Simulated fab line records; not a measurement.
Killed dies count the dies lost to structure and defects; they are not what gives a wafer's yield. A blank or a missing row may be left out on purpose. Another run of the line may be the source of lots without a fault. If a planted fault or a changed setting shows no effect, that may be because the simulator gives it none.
Chamber matching / flow nand-harc / NHARC_A_CONTACT_DEP_29 on pecvd-03: 3 sister chambers
The step deposits SiON, target thk 70 nm. 36 wafers are shown with their chamber, then 12 later ones without.

== WAFERS PAIRED WITH THEIR CHAMBERS ==
wafer=L076.2; chamber=2; heater-power-w (W)=740
wafer=L076.3; chamber=1; heater-power-w (W)=844
wafer=L076.6; chamber=0; heater-power-w (W)=772
wafer=L079.1; chamber=1; heater-power-w (W)=887
wafer=L079.4; chamber=2; heater-power-w (W)=773
wafer=L079.5; chamber=1; heater-power-w (W)=871
wafer=L079.2; chamber=0; heater-power-w (W)=636
wafer=L079.3; chamber=2; heater-power-w (W)=743
wafer=L079.6; chamber=0; heater-power-w (W)=653
wafer=L078.1; chamber=0; heater-power-w (W)=694
wafer=L078.3; chamber=2; heater-power-w (W)=697
wafer=L078.4; chamber=2; heater-power-w (W)=718
wafer=L078.2; chamber=1; heater-power-w (W)=829
wafer=L078.5; chamber=1; heater-power-w (W)=805
wafer=L078.6; chamber=0; heater-power-w (W)=691
wafer=L082.1; chamber=0; heater-power-w (W)=776
wafer=L082.2; chamber=1; heater-power-w (W)=842
wafer=L082.6; chamber=2; heater-power-w (W)=760
wafer=L084.1; chamber=2; heater-power-w (W)=779
wafer=L084.3; chamber=0; heater-power-w (W)=761
wafer=L084.4; chamber=0; heater-power-w (W)=746
wafer=L083.3; chamber=0; heater-power-w (W)=788
wafer=L083.4; chamber=0; heater-power-w (W)=788
wafer=L083.5; chamber=2; heater-power-w (W)=799
wafer=L086.2; chamber=1; heater-power-w (W)=840
wafer=L086.3; chamber=0; heater-power-w (W)=729
wafer=L086.5; chamber=1; heater-power-w (W)=838
wafer=L085.1; chamber=1; heater-power-w (W)=824
wafer=L085.2; chamber=2; heater-power-w (W)=767
wafer=L085.3; chamber=0; heater-power-w (W)=750
wafer=L091.3; chamber=2; heater-power-w (W)=809
wafer=L091.4; chamber=2; heater-power-w (W)=815
wafer=L091.5; chamber=0; heater-power-w (W)=688
wafer=L091.1; chamber=1; heater-power-w (W)=850
wafer=L091.2; chamber=0; heater-power-w (W)=684
wafer=L091.6; chamber=1; heater-power-w (W)=846

SIGNATURES, as means of the wafers listed above
reading=heater-power-w; chamber 0=725.43; chamber 1=843.27; chamber 2=763.64; scatter within a chamber=39.7
Rule: distance of a wafer from a chamber = root of the sum over the readings of ((wafer's reading minus chamber's mean) / reading's scatter) squared. If the next closest chamber is less than 2 further off than the closest, the wafer can't be placed; otherwise it belongs to the closest. The scatter: take each reading less its chamber's mean, square it, sum over the shown wafers, divide by the number of wafers less the number of chambers, and take the root.

== WAFERS WITHOUT THEIR CHAMBER ==
wafer=L090.1; heater-power-w (W)=767
wafer=L090.4; heater-power-w (W)=673
wafer=L090.5; heater-power-w (W)=779
wafer=L095.1; heater-power-w (W)=775
wafer=L095.3; heater-power-w (W)=866
wafer=L095.5; heater-power-w (W)=736
wafer=L096.1; heater-power-w (W)=747
wafer=L096.3; heater-power-w (W)=802
wafer=L096.6; heater-power-w (W)=820
wafer=L096.2; heater-power-w (W)=830
wafer=L096.4; heater-power-w (W)=814
wafer=L096.5; heater-power-w (W)=741

== CHAMBER TAKEN BY EACH ==
wafer=L090.1; from the rows above=can't be placed: 2 or 0 or 1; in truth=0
wafer=L090.4; from the rows above=can't be placed: 0 or 2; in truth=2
wafer=L090.5; from the rows above=can't be placed: 2 or 0 or 1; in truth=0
wafer=L095.1; from the rows above=can't be placed: 2 or 0 or 1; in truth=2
wafer=L095.3; from the rows above=1; in truth=1
wafer=L095.5; from the rows above=can't be placed: 0 or 2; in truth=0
wafer=L096.1; from the rows above=can't be placed: 2 or 0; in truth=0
wafer=L096.3; from the rows above=can't be placed: 2 or 1 or 0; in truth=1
wafer=L096.6; from the rows above=can't be placed: 1 or 2 or 0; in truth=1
wafer=L096.2; from the rows above=can't be placed: 1 or 2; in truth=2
wafer=L096.4; from the rows above=can't be placed: 1 or 2 or 0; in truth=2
wafer=L096.5; from the rows above=can't be placed: 0 or 2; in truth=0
Placed correctly: 1 of 12. Not placeable from these rows: 11 (in 11, the candidates include the true chamber). 0 placed wrongly.
